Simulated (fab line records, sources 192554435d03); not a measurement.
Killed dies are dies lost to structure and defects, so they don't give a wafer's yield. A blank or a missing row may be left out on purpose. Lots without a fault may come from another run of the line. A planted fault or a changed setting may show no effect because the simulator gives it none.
fab line records | flow n5_finfet
record lots=10 wafers=29 last_day=21
route steps=1938 shown SD_EPI_P@316 SD_ACTIVATION@331 ILD0@339 BEOL_M4@1111 PASSIVATION@1936
lots that met no fault: from a run of the same line without faults
start_h: hours from the record's first day to the start of the lot's first wafer shown | wait_h: hours since the lot's step before | " the same as in the row above | L1.1+2: a row that stands for several wafers | - no value, or no start given | * or withheld: withheld | < > ~ a bound
route shown NAME@n: a module of which the file shows steps, and the number in the route of the first | usual: mean/standard deviation of fault-free wafers | same: alike in all rows | chamber/n: place in a boat | sites: the reading at each site | _std_site: their standard deviation | _edge_site: outer sites' mean less inner sites' | radius_mm: how far each site lies from the wafer's centre | mask NAME#n: copy n | behind: the tool/chamber that last shaped the wafer | hold: why the lot was held/for how many hours/how that ended | device: the transistor (n, p or np) that didn't switch | end of line: the same wafers' tests at the end of the route | a step without rows: its recipe alone | killed: dies lost to structure and defects at the first sort, not the wafer's yield | map: a wafer's dies, x killed, . not, _ none there
set.NAME: the setting as run; set.NAME@STEP: as run at that earlier step | model.NAME: the simulator's own value behind a step, which no gauge read
steps of the route over a sample of lots; a table a step, a row a wafer
services: from which hour (start_h, from the record's first day; less than 0 if before it) a tool's chamber was out of use, for how many hours, and why
## steps
# step N5_SD_EPI_P_STRIP_40
# recipe chemistry=N2/H2 power_w=1000 temp_c=250 h2_frac=0.65 overash_fraction=0.3 pressure_mtorr=withheld n2_flow_sccm=1750 h2_flow_sccm=3250
# usual drypump_motor_current_A=5.4/0.34 h2_flow_sccm=3251/8.5 heater_power_w=355/51 oes_product_au=0.762/0.013
# columns lot.wafer tool chamber start_h wait_h drypump_motor_current_A h2_flow_sccm heater_power_w oes_product_au rf_hours_counter_h
L347.2 plasma_asher-01 0 58.72 0.0 5.6 3234 355 0.781 33
L347.3 " 1 " " 5.1 3250 270 0.771 -
L347.4 " 0 " " 5.6 3256 363 0.771 -
L348.2 plasma_asher-02 0 64.49 0.0 5.0 3251 340 0.777 79
L348.5 " 0 " " 5.0 3243 346 0.787 -
L348.6 " 1 " " 5.8 3251 407 0.761 -
L350.3 plasma_asher-02 0 76.52 0.0 5.0 3246 346 0.746 -
L350.4 " 1 " " 5.8 3250 421 0.734 -
L350.6 " 1 " " 5.9 3248 411 0.759 -
L353.1 plasma_asher-02 0 94.85 0.0 5.0 3254 354 0.762 84
L353.4 " 0 " " 5.0 3247 349 0.751 -
L353.6 " 1 " " 5.8 3249 423 0.767 -
L357.1 plasma_asher-02 0 115.21 0.0 5.0 3244 353 0.759 88
L357.2 " 1 " " 5.8 3240 412 0.772 88
L357.5 " 1 " " 5.8 3239 420 0.762 -
L359.1 plasma_asher-02 1 128.16 0.0 5.8 3265 410 0.749 91
L359.2 " 0 " " 5.0 3244 355 0.770 91
L359.4 " 0 " " 5.0 3254 350 0.760 -
L360.3 plasma_asher-01 0 132.20 0.0 5.6 3251 367 0.766 -
L360.4 " 1 " " 5.2 3256 266 0.762 -
L360.6 " 1 " " 5.1 3253 267 0.754 -
L362.1 plasma_asher-01 0 144.70 0.0 5.6 3271 361 0.724 52
L362.4 " 0 " " 5.6 3248 373 0.765 -
L362.6 " 1 " " 5.1 3257 264 0.772 -
L367.1 plasma_asher-02 0 172.12 0.0 5.0 3242 338 0.752 100
L367.4 " 0 " " 5.0 3252 346 0.735 -
L370.1 plasma_asher-01 0 192.63 0.0 5.6 3251 372 0.741 60
L370.4 " 1 " " 5.2 3237 269 0.754 -
L370.5 " 0 " " 5.6 3235 359 0.754 -
# step N5_SD_ACTIVATION_LSA_01
# recipe temp_c=1080 time_s=0.0008 ambient=N2
# usual wafer_temp_C_max=1083.2/0.64
# columns lot.wafer tool chamber start_h wait_h wafer_temp_C_max
L347.2 laser_anneal-01 0 62.70 0.2 1082.6
L347.3 " 0 " " 1082.7
L347.4 " 0 " " 1082.9
L348.2 laser_anneal-02 0 67.64 0.2 1082.9
L348.5 " 0 " " 1082.6
L348.6 " 0 " " 1084.3
L350.3 laser_anneal-02 0 79.68 0.2 1083.2
L350.4 " 0 " " 1082.8
L350.6 " 0 " " 1083.4
L353.1 laser_anneal-01 0 98.91 0.2 1083.5
L353.4 " 0 " " 1083.5
L353.6 " 0 " " 1082.5
L357.1 laser_anneal-01 0 119.16 0.2 1083.2
L357.2 " 0 " " 1084.0
L357.5 " 0 " " 1083.1
L359.1 laser_anneal-01 0 131.38 0.2 1083.3
L359.2 " 0 " " 1083.5
L359.4 " 0 " " 1082.8
L360.3 laser_anneal-02 0 135.36 0.2 1083.1
L360.4 " 0 " " 1082.4
L360.6 " 0 " " 1083.3
L362.1 laser_anneal-02 0 147.87 0.2 1084.0
L362.4 " 0 " " 1083.5
L362.6 " 0 " " 1082.2
L367.1 laser_anneal-01 0 177.20 0.2 1081.8
L367.4 " 0 " " 1082.7
L370.1 laser_anneal-02 0 196.65 0.2 1083.2
L370.4 " 0 " " 1084.6
L370.5 " 0 " " 1083.0
# step N5_ILD0_THK_MEAS_04
# usual thk_nm=197.6/1.6
# columns lot.wafer tool chamber start_h wait_h thk_nm
L347.2 film_metro-01 - 65.92 - 199.9
L347.3 " - " " 197.5
L347.4 " - " " 198.8
L348.2 film_metro-01 - 71.06 - 199.0
L348.5 " - " " 198.1
L348.6 " - " " 196.1
L350.3 film_metro-01 - 82.85 - 199.5
L350.4 " - " " 197.5
L350.6 " - " " 199.2
L353.1 film_metro-02 - 102.15 - 196.7
L353.4 " - " " 198.9
L353.6 " - " " 199.0
L357.1 film_metro-01 - 122.40 - 198.1
L357.2 " - " " 198.6
L357.5 " - " " 197.9
L359.1 film_metro-01 - 135.15 - 200.0
L359.2 " - " " 198.0
L359.4 " - " " 198.7
L360.3 film_metro-01 - 138.61 - 196.2
L360.4 " - " " 198.3
L360.6 " - " " 197.8
L362.1 film_metro-02 - 151.09 - 199.1
L362.4 " - " " 197.4
L362.6 " - " " 199.8
L367.1 film_metro-01 - 181.45 - 196.2
L367.4 " - " " 197.7
L370.1 film_metro-02 - 200.21 - 195.9
L370.4 " - " " 198.8
L370.5 " - " " 198.4
# step N5_ILD0_CMP_12
# recipe stop_on=poly-Si material=SiNx t_overpolish_s=6 post_cmp_clean=alkaline_brush down_force_psi=2.5 platen_rpm=51.8 pad_velocity_m_s=1.0307 target_thk_nm=17.67
# usual head_pressure_psi=2.500/0.0054 motor_current_A=9.2/0.87 overpolish_run_s=5.999/0.0089 slurry_filter_dp_kPa=13.51/0.15 time_to_endpoint_s=29/3.2
# same t_overpolish_s=6
# columns lot.wafer tool chamber start_h wait_h head_pressure_psi motor_current_A overpolish_run_s slurry_filter_dp_kPa time_to_endpoint_s
L347.3 cmp-01 0 69.19 1.1 2.507 9.0 5.995 13.51 33
L347.2 " 2 " " 2.499 11.0 5.995 13.82 31
L347.4 " 3 " " 2.494 10.8 6.003 13.39 28
L348.2 cmp-01 1 74.34 1.1 2.496 8.9 6.013 13.69 25
L348.6 " 1 " " 2.488 8.5 6.025 13.66 26
L348.5 " 2 " " 2.497 10.7 5.989 13.50 31
L350.4 cmp-02 1 86.31 1.1 2.507 8.8 5.994 13.45 35
L350.3 " 2 " " 2.502 9.5 5.996 13.48 31
L350.6 " 2 " " 2.496 9.0 5.998 13.49 29
L353.1 cmp-04 1 105.79 1.1 2.497 9.8 5.996 13.75 32
L353.4 " 0 " " 2.509 8.1 6.001 13.65 26
L353.6 " 1 " " 2.504 9.7 6.017 13.80 32
L357.1 cmp-01 0 125.64 1.1 2.492 8.4 5.984 13.50 31
L357.2 " 1 " " 2.507 8.5 6.000 13.29 22
L357.5 " 0 " " 2.498 8.6 6.005 13.50 29
L359.4 cmp-04 1 138.87 1.2 2.494 9.4 6.004 13.68 31
L359.1 " 2 " " 2.506 8.5 5.992 13.50 32
L359.2 " 0 " " 2.489 8.1 6.006 13.46 25
L360.4 cmp-01 0 141.89 1.2 2.503 8.4 6.017 13.60 27
L360.3 " 2 " " 2.506 10.4 6.005 13.51 13
L360.6 " 3 " " 2.498 10.5 5.993 13.40 25
L362.1 cmp-01 2 154.33 1.1 2.499 10.3 5.998 13.45 16
L362.4 " 3 " " 2.507 10.5 5.994 13.35 26
L362.6 " 3 " " 2.502 10.5 5.999 13.48 26
L367.4 cmp-04 0 184.87 1.1 2.502 8.5 5.992 13.32 26
L367.1 " 3 " " 2.506 9.8 6.002 13.20 31
L370.4 cmp-04 1 204.11 1.1 2.494 9.6 6.002 13.60 30
L370.1 " 0 " " 2.494 8.0 6.005 13.27 25
L370.5 " 1 " " 2.500 9.7 5.997 13.19 29
# step N5_BEOL_M4_RC_MEAS_101
# usual DIBL_N=36.3/1.9 DIBL_P=36.6/2.4 IOFF_N=0.17/0.037 IOFF_P=0.23/0.04 ION_N=682/14 ION_P=468/8.6 SS_N=71.6/0.67 SS_P=73.4/0.71 VT_N=248/3.3 VT_P=-248.9/2.9
# columns lot.wafer tool chamber start_h wait_h DIBL_N[mV/V] DIBL_P[mV/V] IOFF_N[nA/um] IOFF_P[nA/um] ION_N[uA/um] ION_P[uA/um] SS_N[mV/dec] SS_P[mV/dec] VT_N[mV] VT_P[mV]
L350.3 prober-01 0 199.56 0.3 32.4 33.8 0.14 0.19 693 480 70.5 72.1 248 -247.9
L350.4 " 0 " " 35.1 37.2 0.17 0.22 689 469 71.8 73.7 249 -249.8
L350.6 " 0 " " 32.7 34.3 0.13 0.19 660 456 70.1 72.4 253 -251.4
L348.2 prober-02 0 213.27 0.2 36.9 37.1 0.17 0.23 666 460 72.4 73.1 251 -250.3
L348.5 " 0 " " 39.7 39.7 0.26 0.29 687 468 72.9 74.1 242 -244.7
L348.6 " 0 " " 34.5 34.6 0.13 0.19 652 454 70.9 72.6 254 -249.8
L347.2 prober-01 0 213.68 0.2 34.6 35.2 0.14 0.17 671 456 70.7 72.3 253 -252.2
L347.3 " 0 " " 36.1 38.3 0.16 0.23 682 465 71.6 73.7 247 -250.2
L347.4 " 0 " " 36.3 37.0 0.15 0.20 672 457 71.6 73.0 250 -252.8
L353.1 prober-02 0 219.62 0.0 37.1 37.6 0.19 0.25 682 470 72.1 74.1 244 -246.7
L353.4 " 0 " " 33.7 33.6 0.13 0.19 674 470 70.5 72.3 250 -251.4
L353.6 " 0 " " 34.2 33.7 0.14 0.19 671 470 71.0 72.5 249 -250.2
L357.1 prober-01 0 243.93 0.0 34.8 33.7 0.14 0.21 670 464 71.2 73.4 247 -249.1
L357.2 " 0 " " 36.1 36.5 0.16 0.24 689 477 72.0 73.3 248 -247.5
L357.5 " 0 " " 32.9 31.7 0.11 0.18 659 467 70.0 72.3 249 -249.1
L359.1 prober-02 0 277.98 0.0 37.4 36.6 0.16 0.20 685 459 71.6 72.4 248 -250.5
L359.2 " 0 " " 37.4 37.6 0.16 0.21 696 471 71.8 73.2 249 -248.8
L359.4 " 0 " " 35.4 35.2 0.13 0.19 676 466 71.3 72.6 251 -250.7
L360.3 prober-02 0 286.91 0.3 33.3 30.8 0.14 0.19 660 459 71.3 72.0 252 -249.0
L360.4 " 0 " " 35.7 33.8 0.18 0.24 678 474 71.8 73.0 246 -246.6
L360.6 " 0 " " 37.1 35.7 0.20 0.27 709 488 71.4 73.6 245 -243.7
L362.1 prober-01 0 310.65 0.0 37.7 39.2 0.20 0.25 690 472 71.7 73.4 245 -248.1
L362.4 " 0 " " 39.6 40.3 0.25 0.26 694 473 72.6 74.0 247 -247.4
L362.6 " 0 " " 38.3 38.9 0.20 0.24 688 468 72.4 73.3 251 -251.3
L367.1 prober-02 0 345.51 0.0 36.8 36.7 0.18 0.25 694 483 71.5 73.7 249 -247.9
L367.4 " 0 " " 35.5 34.5 0.15 0.21 689 476 70.9 73.3 252 -248.4
L370.1 prober-02 0 375.51 0.0 34.3 33.4 0.14 0.17 669 459 71.1 72.8 250 -252.5
L370.4 " 0 " " 34.5 34.6 0.14 0.18 678 469 70.5 73.0 250 -248.1
L370.5 " 0 " " 34.6 34.5 0.14 0.18 672 456 71.4 72.8 250 -248.1
# step N5_PASSIVATION_PROBE_49
# usual defect_limited_yield=91.2/1.5 killed_at_M0_to_M3=35/12 killed_at_M4_up=14/5.1 killed_at_contacts=13/6 killed_at_front_end=38/12 killed_at_other=4/3.5 killed_dies=104/18 killed_open=68/13 killed_short=33/8.1 sort_bin_5_function=5.2/1 sort_bin_6_memory=3.2/0.69 sort_n_pass=1076/18 sort_yield_pct=91.2/1.5
# same gross_dies=1180 killed_at_back_side=0 sort_bin_4_leakage[%]=0 sort_bin_8_speed[%]=0
# columns lot.wafer tool chamber start_h wait_h defect_limited_yield[%] killed_at_M0_to_M3 killed_at_M4_up killed_at_contacts killed_at_front_end killed_at_other killed_dies killed_open killed_short sort_bin_5_function[%] sort_bin_6_memory[%] sort_n_pass sort_yield_pct[%]
L350.3 prober-01 - 317.09 0.3 91.5 47 7 9 36 1 100 81 19 5.3 3.1 1080 91.5
L350.4 prober-01 - 317.14 0.4 91.8 43 10 5 38 1 97 57 38 5.1 2.7 1083 91.8
L350.6 prober-01 - 317.24 0.5 90.9 28 9 18 50 2 107 74 33 4.8 4.0 1073 90.9
L353.1 prober-01 - 333.30 0.0 88.1 53 27 17 43 1 141 102 38 7.8 3.8 1039 88.1
L353.4 prober-01 - 333.45 0.2 91.4 32 17 19 32 2 102 72 29 4.9 3.2 1078 91.4
L353.6 prober-01 - 333.55 0.3 92.2 21 16 14 40 1 92 63 20 4.3 2.5 1088 92.2
L357.1 prober-01 - 356.75 0.0 90.2 60 15 10 29 2 116 84 32 6.4 3.2 1064 90.2
L357.2 prober-01 - 356.80 0.1 91.4 57 11 15 16 2 101 74 26 5.2 3.1 1079 91.4
L357.5 prober-01 - 356.95 0.2 91.8 26 27 4 36 4 97 55 42 4.6 3.3 1083 91.8
L360.3 prober-01 - 380.88 0.1 93.5 16 19 5 36 1 77 46 25 3.3 2.8 1103 93.5
L360.4 prober-01 - 380.93 0.2 91.9 24 13 6 47 5 95 50 37 4.7 2.6 1085 91.9
L360.6 prober-01 - 381.03 0.3 91.2 34 14 8 46 2 104 66 38 5.3 3.4 1076 91.2
L367.1 prober-02 - 453.21 0.0 89.9 32 18 19 42 8 119 89 30 5.9 4.0 1061 89.9
L367.4 prober-02 - 453.36 0.2 88.5 49 12 23 48 4 136 100 36 7.1 4.2 1044 88.5
L370.1 prober-02 - 500.25 0.0 89.7 37 15 6 48 16 122 69 47 6.2 3.8 1058 89.7
L370.4 prober-02 - 500.40 0.2 90.3 39 12 15 39 9 114 66 44 5.8 3.3 1066 90.3
L370.5 prober-02 - 500.45 0.2 90.1 31 6 24 43 13 117 78 34 6.1 3.0 1063 90.1
# killed by level:class
L350.3 BEOL_M3:geometric_particle:open=17 BEOL_M1:geometric_particle:open=11 FIN_SAQP:geometric_particle:open=9 STI_FIN_REVEAL:geometric_particle:open=9 BEOL_M2:geometric_particle:open=7 FIN_SAQP:geometric_particle:short=6 DUMMY_GATE:geometric_particle:open=6 MOL_CONTACT_COAG:geometric_particle:open=6
L350.4 BEOL_M0_SAQP:geometric_particle:open=14 BEOL_M0_SAQP:geometric_particle:short=13 DUMMY_GATE:geometric_particle:open=8 DUMMY_GATE:geometric_particle:short=5 MOL_CONTACT_COAG:geometric_particle:open=5 FIN_SAQP:geometric_particle:short=4 STI_FIN_REVEAL:geometric_particle:open=4 GATE_CUT:geometric_particle:short=4
L350.6 FIN_SAQP:geometric_particle:open=17 MOL_CONTACT_COAG:geometric_particle:open=13 STI_FIN_REVEAL:geometric_particle:open=12 BEOL_M0_SAQP:geometric_particle:short=8 FIN_SAQP:geometric_particle:short=6 BEOL_M2:geometric_particle:open=5 MOL_CONTACT_COAG:geometric_particle:short=5 BEOL_M3:geometric_particle:open=5
L353.1 FIN_SAQP:geometric_particle:open=15 BEOL_M1:geometric_particle:open=15 BEOL_M4:geometric_particle:open=13 MOL_CONTACT_COAG:geometric_particle:open=12 BEOL_M0_SAQP:geometric_particle:short=8 BEOL_M2:geometric_particle:open=8 STI_FIN_REVEAL:geometric_particle:open=7 BEOL_M3:geometric_particle:open=7
L353.4 MOL_CONTACT_COAG:geometric_particle:open=14 FIN_SAQP:geometric_particle:open=10 BEOL_M0_SAQP:geometric_particle:open=8 STI_FIN_REVEAL:geometric_particle:open=7 BEOL_M2:geometric_particle:open=5 MOL_CONTACT_COAG:geometric_particle:short=5 BEOL_M4:geometric_particle:open=5 FIN_SAQP:geometric_particle:short=4
L353.6 MOL_CONTACT_COAG:geometric_particle:open=12 HKMG_FIN:area_etch=9 FIN_SAQP:geometric_particle:open=8 BEOL_M1:geometric_particle:open=6 STI_FIN_REVEAL:geometric_particle:open=6 FIN_SAQP:geometric_particle:short=5 BEOL_M4:geometric_particle:open=5 BEOL_M2:geometric_particle:open=4
L357.1 BEOL_M0_SAQP:geometric_particle:open=15 BEOL_M2:geometric_particle:open=10 MOL_CONTACT_COAG:geometric_particle:open=9 BEOL_M0_SAQP:geometric_particle:short=8 BEOL_M1:geometric_particle:open=8 BEOL_M3:geometric_particle:open=8 BEOL_M4:geometric_particle:open=7 DUMMY_GATE:geometric_particle:open=5
L357.2 BEOL_M0_SAQP:geometric_particle:open=15 MOL_CONTACT_COAG:geometric_particle:open=13 BEOL_M1:geometric_particle:open=12 BEOL_M0_SAQP:geometric_particle:short=10 BEOL_M2:geometric_particle:open=9 BEOL_M4:geometric_particle:open=5 BEOL_M0:geometric_particle:open=4 STARTING-WAFER:geometric_particle:open=4
L357.5 BEOL_M4:geometric_particle:open=16 BEOL_M0_SAQP:geometric_particle:short=11 FIN_SAQP:geometric_particle:short=9 BEOL_M0_SAQP:geometric_particle:open=6 STI_FIN_REVEAL:geometric_particle:open=5 STARTING-WAFER:geometric_particle:short=5 FIN_SAQP:geometric_particle:open=4 MOL_CONTACT_COAG:geometric_particle:open=4
L360.3 BEOL_M4:geometric_particle:open=10 FIN_SAQP:geometric_particle:open=6 GATE_CUT:geometric_particle:short=6 FIN_SAQP:geometric_particle:short=5 STI_FIN_REVEAL:geometric_particle:open=5 BEOL_M1:geometric_particle:open=4 BEOL_M2:geometric_particle:open=4 GATE_CUT:geometric_particle:open=3
L360.4 STI_FIN_REVEAL:geometric_particle:open=11 FIN_SAQP:geometric_particle:short=8 DUMMY_GATE:geometric_particle:open=6 MOL_CONTACT_COAG:geometric_particle:open=6 BEOL_M0_SAQP:geometric_particle:short=6 BEOL_M3:geometric_particle:open=5 STARTING-WAFER:geometric_particle:short=5 FIN_SAQP:geometric_particle:open=4
L360.6 STI_FIN_REVEAL:geometric_particle:open=12 FIN_SAQP:geometric_particle:open=8 FIN_SAQP:geometric_particle:short=8 BEOL_M0_SAQP:geometric_particle:open=8 MOL_CONTACT_COAG:geometric_particle:open=7 BEOL_M3:geometric_particle:open=7 BEOL_M4:geometric_particle:open=7 STARTING-WAFER:geometric_particle:short=6
L367.1 MOL_CONTACT_COAG:geometric_particle:open=14 STI_FIN_REVEAL:geometric_particle:open=12 BEOL_M3:geometric_particle:open=11 FIN_SAQP:geometric_particle:open=10 BEOL_M4:geometric_particle:open=9 BEOL_M0_SAQP:geometric_particle:open=6 MOL_CONTACT_COAG:geometric_particle:short=5 BEOL_M4:geometric_particle:short=5
L367.4 MOL_CONTACT_COAG:geometric_particle:open=19 FIN_SAQP:geometric_particle:open=15 BEOL_M0:geometric_particle:open=12 BEOL_M3:geometric_particle:open=12 BEOL_M1:geometric_particle:open=8 STI_FIN_REVEAL:geometric_particle:open=7 FIN_SAQP:geometric_particle:short=6 BEOL_M0_SAQP:geometric_particle:open=6
L370.1 FIN_SAQP:geometric_particle:open=12 BEOL_M1:geometric_particle:open=9 FIN_SAQP:geometric_particle:short=8 GATE_CUT:geometric_particle:short=8 BEOL_M0_SAQP:geometric_particle:open=8 BEOL_M3:geometric_particle:open=7 BEOL_M0_SAQP:geometric_particle:short=6 STI_FIN_REVEAL:geometric_particle:open=5
L370.4 MOL_CONTACT_COAG:geometric_particle:open=11 BEOL_M1:geometric_particle:open=11 FIN_SAQP:geometric_particle:open=9 FIN_SAQP:geometric_particle:short=8 BEOL_M3:geometric_particle:open=8 BEOL_M0_SAQP:geometric_particle:short=6 BEOL_M1:geometric_particle:short=6 STI_FIN_REVEAL:geometric_particle:open=5
L370.5 MOL_CONTACT_COAG:geometric_particle:open=18 BEOL_M3:geometric_particle:open=9 FIN_SAQP:geometric_particle:open=8 BEOL_M2:geometric_particle:open=8 STI_FIN_REVEAL:geometric_particle:open=7 GATE_CUT:geometric_particle:short=7 MOL_CONTACT_COAG:geometric_particle:short=6 BEOL_M0_SAQP:geometric_particle:open=6
## services
# columns tool chamber start_h hours kind
laser_anneal-02 - 48.54 1.9 pm
cmp-04 - 51.94 3.2 repair
cmp-02 - 58.84 0.2 repair
cmp-04 - 67.68 4.4 pm
cmp-02 - 73.08 4.0 pm
cmp-02 - 77.08 - consumable_replace:conditioner
cmp-02 - 77.08 - consumable_replace:pad
laser_anneal-01 - 90.88 2.9 pm
cmp-04 - 93.80 2.2 repair
cmp-01 - 100.59 5.8 pm
plasma_asher-01 - 101.59 0.5 repair
cmp-01 - 132.35 4.0 pm
cmp-02 - 132.49 10.1 repair
cmp-01 - 136.35 - consumable_replace:conditioner
cmp-01 - 136.35 - consumable_replace:pad
cmp-02 - 154.73 3.8 repair
cmp-02 - 172.14 2.3 repair
plasma_asher-01 - 179.22 1.0 repair
plasma_asher-01 - 193.67 5.8 repair
## key
first_sign step=N5_ILD0_CMP_12 reading=time_to_endpoint_s direction=down sigmas=4.8 usual=* struck=*
effect none on later readings
met_at N5_ILD0_CMP_12
struck_lots L360,L362
struck_wafers L360.3,L362.1
not_acting_at N5_SD_EPI_P_STRIP_40,N5_SD_ACTIVATION_LSA_01,N5_ILD0_THK_MEAS_04
onset_between 74.34 141.89
fault kind=process_parameter_drift tool=cmp-01 chamber=2 onset_h=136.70 steps=N5_ILD0_CMP_12 channel=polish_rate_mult offset=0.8 shape=step end_h=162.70
